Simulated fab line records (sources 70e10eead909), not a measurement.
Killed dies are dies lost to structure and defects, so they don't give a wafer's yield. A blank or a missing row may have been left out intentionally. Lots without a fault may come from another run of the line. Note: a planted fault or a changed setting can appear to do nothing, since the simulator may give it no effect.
Which of the tools did it? + flow nand_harc + 6 lots, 18 wafers sampled, at 2 steps of a route of 1159

## WHAT THE GAUGES READ, wafer by wafer
NHARC_P_ZERO_WELL_CD_MEAS_52: the cd target is 2000 nm.
| lot  | measured    | on        | cd_nm (nm)           |
|------|-------------|-----------|----------------------|
| L130 | day 2 00:07 | cd_sem-02 | 1997.5 1999.5 2000.5 |
| L132 | day 2 11:36 | cd_sem-03 | 1998.5 1999.4 1997.8 |
| L134 | day 2 23:38 | cd_sem-03 | 2000.2 2001.5 2001.5 |
| L139 | day 4 05:39 | cd_sem-02 | 1995.4 1999.0 1997.6 |
| L143 | day 5 05:47 | cd_sem-02 | - - -                |
| L147 | day 6 05:39 | cd_sem-01 | 1998.6 2000.2 1999.9 |

## WHAT TOOL EACH LOT RAN ON (gives the tool, then ch and the chambers of the sampled wafers, and finally the start)
| lot  | NHARC_P_ZERO_WELL_EXPOSE_49      |
|------|----------------------------------|
| L130 | krf_scanner-04 ch 0, day 1 23:58 |
| L132 | krf_scanner-02 ch 0, day 2 11:26 |
| L134 | krf_scanner-01 ch 0, day 2 23:29 |
| L139 | krf_scanner-04 ch 0, day 4 05:30 |
| L143 | krf_scanner-04 ch 0, day 5 05:37 |
| L147 | krf_scanner-01 ch 0, day 6 05:30 |
- NHARC_P_ZERO_WELL_EXPOSE_49: exposes mask P HVPW, target cd 2000 nm.

## THE ANSWER, worked out from the rows above alone
Rule: what is usual is taken from the lots themselves. The widest of any qualifying gaps counts: lots, ordered by their means at a reading, are off when they make up no more than a third of the lots, leave a main group of 4 or more, and stand apart from it by 3 or more times the standard deviation of that group's means. If all means in a main group match to the digits the tables above print for the reading, that group is not used. A lot without any number at a reading at which 4 lots or more have one is off too. The other lots that the step has rows for count as sound.
Off at NHARC_P_ZERO_WELL_CD_MEAS_52 (cd_nm): L143. Without a number there: L143. Main group: mean 1999.1 nm, sd 1.2.
If a tool, at a process step before that reading, ran all the lots that are off and no sound lot after the first of them, it fits. The gauges at NHARC_P_ZERO_WELL_CD_MEAS_52 are tried like those tools. 2 tools fit, krf_scanner-04 at NHARC_P_ZERO_WELL_EXPOSE_49 and cd_sem-02 at NHARC_P_ZERO_WELL_CD_MEAS_52, so this cannot tell which one it is.

## WHAT WAS PUT IN BY THE SIMULATOR
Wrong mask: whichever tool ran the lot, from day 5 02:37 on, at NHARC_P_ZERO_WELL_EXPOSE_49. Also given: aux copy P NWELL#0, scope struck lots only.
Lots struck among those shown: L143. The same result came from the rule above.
